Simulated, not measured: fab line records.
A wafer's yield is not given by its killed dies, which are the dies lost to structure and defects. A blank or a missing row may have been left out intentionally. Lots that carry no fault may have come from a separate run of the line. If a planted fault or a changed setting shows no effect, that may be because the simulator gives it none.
Chamber matching -- flow nand_harc -- rie_diel-04 running NHARC_P_M2_STRIP_18: 4 sister chambers
The step strips in N2/H2. 18 wafers are shown with their chamber, then 9 later ones without.

WAFERS WITH THEIR CHAMBER
wafer,chamber,drypump_motor_current_A (A),rf_vpp_V (V),h2_flow_sccm (sccm)
L237.2,0,6.25,89.9,150.4
L237.4,3,5.84,90.5,150.1
L237.5,1,5.65,89.5,150.4
L241.3,0,6.26,88.3,149.6
L241.4,1,5.66,90.9,149.8
L241.5,0,6.24,89.3,149.9
L240.1,1,5.59,89.3,149.7
L240.2,2,6.23,91.1,149.8
L240.4,3,5.84,91.4,150.1
L245.3,2,6.23,90.1,150.9
L245.4,0,6.23,89.9,149.7
L245.6,1,5.70,89.7,149.4
L247.1,1,5.67,88.6,150.0
L247.3,0,6.24,88.6,149.6
L247.6,1,5.66,90.6,150.2
L248.3,1,5.60,89.5,149.7
L248.4,2,6.25,91.3,150.9
L248.5,3,5.83,90.9,150.1

SIGNATURES (averages over the wafers above)
reading,chamber 0,chamber 1,chamber 2,chamber 3,scatter within a chamber
drypump_motor_current_A,6.2440,5.6471,6.2367,5.8367,0.0267
rf_vpp_V,89.200,89.729,90.833,90.933,0.712
h2_flow_sccm,149.840,149.886,150.533,150.100,0.373
Rule: a wafer lies at a distance from a chamber equal to the root of the sum of squares, over the readings, of (its reading less the chamber's mean, divided by the reading's scatter). If the next closest chamber is less than 2 further off than the closest, the wafer can't be placed; otherwise it belongs to the closest. How the scatter is found: for the shown wafers, subtract from each reading the mean of its chamber, square and add these, divide the total by (wafers less chambers), then take the root.

WAFERS WHOSE CHAMBER IS MISSING
wafer,drypump_motor_current_A (A),rf_vpp_V (V),h2_flow_sccm (sccm)
L255.1,6.22,91.0,149.5
L255.3,6.22,88.3,150.1
L255.5,6.23,90.7,149.5
L254.1,6.24,90.2,149.4
L254.2,5.82,92.1,149.4
L254.5,6.23,92.4,149.5
L256.1,6.22,91.1,150.4
L256.2,5.84,91.5,149.3
L256.6,5.87,91.7,150.4

WHICH CHAMBER EACH WENT THROUGH
wafer,from the rows above,in truth
L255.1,can't be placed: 0 or 2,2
L255.3,0,0
L255.5,can't be placed: 0 or 2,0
L254.1,can't be placed: 0 or 2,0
L254.2,3,3
L254.5,can't be placed: 2 or 0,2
L256.1,2,2
L256.2,3,3
L256.6,3,3
Placed correctly: 5 of 9. Not placeable from these rows: 4 (in 4, the candidates include the true chamber). 0 placed wrongly.
